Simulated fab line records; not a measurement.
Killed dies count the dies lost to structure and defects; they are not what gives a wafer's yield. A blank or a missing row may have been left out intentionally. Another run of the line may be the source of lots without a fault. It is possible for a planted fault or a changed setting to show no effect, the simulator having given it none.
Problem report, 8D (eight disciplines) form, completed by code ; flow n5_finfet ; the parts of the form that need people (team, actions taken, sign-off) are left out

== 1. THE ISSUE ==
susceptor_temp_C at N5_BEOL_M2_PECVD_72 reads a mean of 414.31 C on 6 wafers of 2 lots; wafers without a fault read 400.04 C with a standard deviation of 0.23. Measured from the usual mean, that is +62 standard deviations.
The step: deposits SiO2 from TEOS/O2, target thk 16 nm, time 18 s.
First seen on wafer L878.4, day 10 20:59, on pecvd-04. Wafers with a number at this step in the record: 12, from 4 lots. By rule, "out" or "out of limits" means more than 4 standard deviations away from the usual mean. Any other wafer with a number is counted as sound.

== 2. WHAT IT IS; WHAT IT IS NOT ==
question;is;is not
which readings at this step;susceptor_temp_C;chamber_pressure_Torr, showerhead_plenum_p_Torr, throttle_valve_pct
which lots;L878, L880;L877, L885
which wafers of those lots;all that have a number;-
read on which tools;pecvd-04;pecvd-02
when;from day 10 20:59;"up to then (3 sound wafers); but 3 sound wafers of L885 came after"

== 3. SUSPECTS, AND WHAT RULES EACH OUT ==
Counting: a tool at a process step up to the reading stays a suspect if it ran every lot that is out and no sound lot after the first of them.
- pecvd-04 at N5_BEOL_M2_PECVD_72 (deposits SiO2 from TEOS/O2, target thk 16 nm, time 18 s): kept. All lots that are out passed through it, beginning with L878 at day 10 20:59, and no sound lot followed; its final sound lot before that point was L877 at day 10 09:47. Its own susceptor_temp_C readings are out on those wafers.
The count leaves pecvd-04 at N5_BEOL_M2_PECVD_72.

== 4. THE CAUSE (what the simulator had put in) ==
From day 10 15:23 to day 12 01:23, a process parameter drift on pecvd-04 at N5_BEOL_M2_PECVD_72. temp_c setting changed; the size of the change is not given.
Only this tool survived the counting.

== 5. SEQUENCE OF EFFECTS, ordered by route ==
Each row: a reading whose mean over the struck wafers that have a number lies more than 3 standard deviations from the usual. Only readings whose record carries a usual standard deviation are examined. hours: median over the lots of the time between each lot's start at the first step of this table that gives one and its start at this step. sigmas: the change, counted in usual standard deviations.
hours;step;reading;usual;on struck wafers;change;sigmas
0;N5_BEOL_M2_PECVD_72;susceptor_temp_C;400.04 C;414.31;+14.27;+62
It contains these process steps:
- N5_BEOL_M2_PECVD_72: deposits SiO2 from TEOS/O2, target thk 16 nm, time 18 s.
Later steps that measure or inspect, where all struck wafers having a row at the step show a number for every such reading and not one has moved that far: N5_BEOL_M4_RC_MEAS_101.

== 6. WHAT WOULD HAVE CAUGHT IT SOONER ==
6 hours passed between the start of the fault at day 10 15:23 and the first reading out of limits in this record, taken at day 10 20:59.
